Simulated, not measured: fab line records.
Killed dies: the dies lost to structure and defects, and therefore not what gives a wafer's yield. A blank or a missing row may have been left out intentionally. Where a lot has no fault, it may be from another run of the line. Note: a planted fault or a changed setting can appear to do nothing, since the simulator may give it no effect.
A struck lot beside a sound one / flow nand-harc / 14 steps out of a route of 1302
Sound: the wafers L214.2, L214.4, L214.5. Wafers L223.1, L223.3, L223.6 were the ones struck. Last of all comes the cause.
For every step that has rows: the tool of each side, followed by ch and its chambers, followed by its first start. Under that, the readings that differ: sound wafers / struck wafers / difference of the means / sigmas: that difference in standard deviations of wafers without a fault.
alike: readings whose means differ by less than 2 such deviations, and words and numbers that are the same on both sides. not compared: withheld readings, readings that some wafer has no value for, bounds like >300 that may hide the same value, and numbers for which the record gives no deviation and whose values overlap.
The two part at a step that has a row with sigmas, a row that says differs or no value, or rows on one side only. Numbers that have no deviation but don't overlap get no sigmas and don't part them. Lack of a reading on every wafer of one side parts them only where that side has two or more wafers.

first, 4 steps without rows for these wafers: NHARC_P_GATE_EBR_07; NHARC_P_GATE_EXPOSE_08 (exposes mask P HV); NHARC_P_GATE_PEB_09 (peb time 85 s); NHARC_P_GATE_DEVELOP_10 (time 70 s).
NHARC_P_GATE_CD_MEAS_11: the cd target is 1640 nm.
  sound on cd-sem-01 ch 0, day 4 21:50; struck on cd-sem-03 ch 0, day 8 12:14
  alike: cd-nm
then, 1 step without rows for these wafers: NHARC_P_GATE_HARDBAKE_12 (time 80 s).
NHARC_P_GATE_DESCUM_13: chemistry O2, time 3 s.
  sound on rie-diel-13 ch 1,2,3, day 4 21:59; struck on rie-diel-09 ch 0,1,3, day 8 12:25
  alike: drypump-motor-current-A, oes-product-au, rf-vpp-V, showerhead-plenum-p-Torr, throttle-valve-pct
  not compared: rf-hours-counter-h
then, 5 steps without rows for these wafers: NHARC_P_GATE_ETCH_14 (etches SiO2 in dHF, target depth 48.8 nm); NHARC_P_GATE_STRIP_15 (strips in SPM, time 780 s); NHARC_P_GATE_PRECLEAN_71 (cleans in SC1); NHARC_P_GATE_SRD_72; NHARC_P_GATE_OXIDE_16 (material SiO2, target thk 3 nm, ox time 392 s).
NHARC_P_GATE_CVD_17: deposits poly-Si, target thk 150 nm, time 900 s.
  sound on lpcvd-poly-04 ch 0, day 5 08:13; struck on lpcvd-poly-02 ch 0, day 9 02:04
reading=zone-power-top-pct (%); sound=21.5 21.5 22.0; struck=16.8 16.7 17.1; difference=-4.8; sigmas=-3
  alike: zone-power-bottom-pct
NHARC_P_GATE_HM_DEP_102: deposits aC, target thk 120 nm.
  sound on acl-dep-01 ch 0, day 5 11:07; struck on acl-dep-02 ch 0, day 9 05:58
  alike: throttle-valve-pct

== WHERE THEY PART ==
Within this record, at NHARC_P_GATE_CVD_17 only. Later steps at which nothing parts them and some readings are alike: NHARC_P_GATE_HM_DEP_102.

WHY: what had been put in by the simulator
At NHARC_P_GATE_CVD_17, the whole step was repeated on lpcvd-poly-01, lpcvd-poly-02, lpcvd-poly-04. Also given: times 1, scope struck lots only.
